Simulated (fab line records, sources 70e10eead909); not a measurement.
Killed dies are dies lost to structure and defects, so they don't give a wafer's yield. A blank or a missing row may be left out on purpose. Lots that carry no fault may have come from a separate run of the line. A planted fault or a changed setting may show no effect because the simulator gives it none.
Chamber matching || flow nand_harc || NHARC_A_M0_ETCH_15 on rie_diel-05: 4 sister chambers
The step etches the open film in C4F8/Ar, target depth 150 nm, overetch 15 nm, time 82.5 s. 8 wafers are shown with their chamber, then 7 later ones without.

== WAFERS PAIRED WITH THEIR CHAMBERS ==
{"wafer": "L330.2", "chamber": 0, "rf_vpp_V (V)": 440.6, "run_length_s (s)": 103.7}
{"wafer": "L337.1", "chamber": 0, "rf_vpp_V (V)": 440.4, "run_length_s (s)": 104.0}
{"wafer": "L335.3", "chamber": 1, "rf_vpp_V (V)": 438.5, "run_length_s (s)": 103.9}
{"wafer": "L335.4", "chamber": 3, "rf_vpp_V (V)": 436.1, "run_length_s (s)": 103.0}
{"wafer": "L335.5", "chamber": 2, "rf_vpp_V (V)": 443.8, "run_length_s (s)": 102.8}
{"wafer": "L341.2", "chamber": 1, "rf_vpp_V (V)": 440.7, "run_length_s (s)": 103.8}
{"wafer": "L341.3", "chamber": 2, "rf_vpp_V (V)": 442.3, "run_length_s (s)": 103.2}
{"wafer": "L341.6", "chamber": 3, "rf_vpp_V (V)": 436.2, "run_length_s (s)": 103.0}

== WAFERS MISSING THEIR CHAMBER ==
{"wafer": "L343.3", "rf_vpp_V (V)": 440.3, "run_length_s (s)": 103.7}
{"wafer": "L343.5", "rf_vpp_V (V)": 436.8, "run_length_s (s)": 103.8}
{"wafer": "L343.6", "rf_vpp_V (V)": 439.9, "run_length_s (s)": 103.6}
{"wafer": "L342.3", "rf_vpp_V (V)": 443.4, "run_length_s (s)": 102.8}
{"wafer": "L342.4", "rf_vpp_V (V)": 440.7, "run_length_s (s)": 103.5}
{"wafer": "L342.6", "rf_vpp_V (V)": 435.9, "run_length_s (s)": 103.3}
{"wafer": "L351.4", "rf_vpp_V (V)": 438.6, "run_length_s (s)": 103.7}

== WHICH CHAMBER EACH ONE RAN IN ==
{"wafer": "L343.3", "from the rows above": "can't be placed: 0 or 1", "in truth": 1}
{"wafer": "L343.5", "from the rows above": "can't be placed: 1 or 0 or 3", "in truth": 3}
{"wafer": "L343.6", "from the rows above": "can't be placed: 1 or 0", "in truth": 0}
{"wafer": "L342.3", "from the rows above": 2, "in truth": 2}
{"wafer": "L342.4", "from the rows above": "can't be placed: 0 or 1 or 2", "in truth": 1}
{"wafer": "L342.6", "from the rows above": 3, "in truth": 3}
{"wafer": "L351.4", "from the rows above": "can't be placed: 1 or 0", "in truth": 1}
Placed correctly: 2 of 7. These rows do not allow placing 5 (true chamber among the candidates in 5). Placed wrongly: 0.
How it was worked out, from the rows above alone: a wafer's distance from a chamber is the root of the sum, over the readings, of the square of ((its reading less the chamber's mean) divided by the reading's scatter). The wafer belongs to the nearest chamber; if the next one is less than 2 further off, it can't be placed. A chamber's mean is the mean of its shown wafers. How the scatter is found: for the shown wafers, subtract from each reading the mean of its chamber, square and add these, divide the total by (wafers less chambers), then take the root.
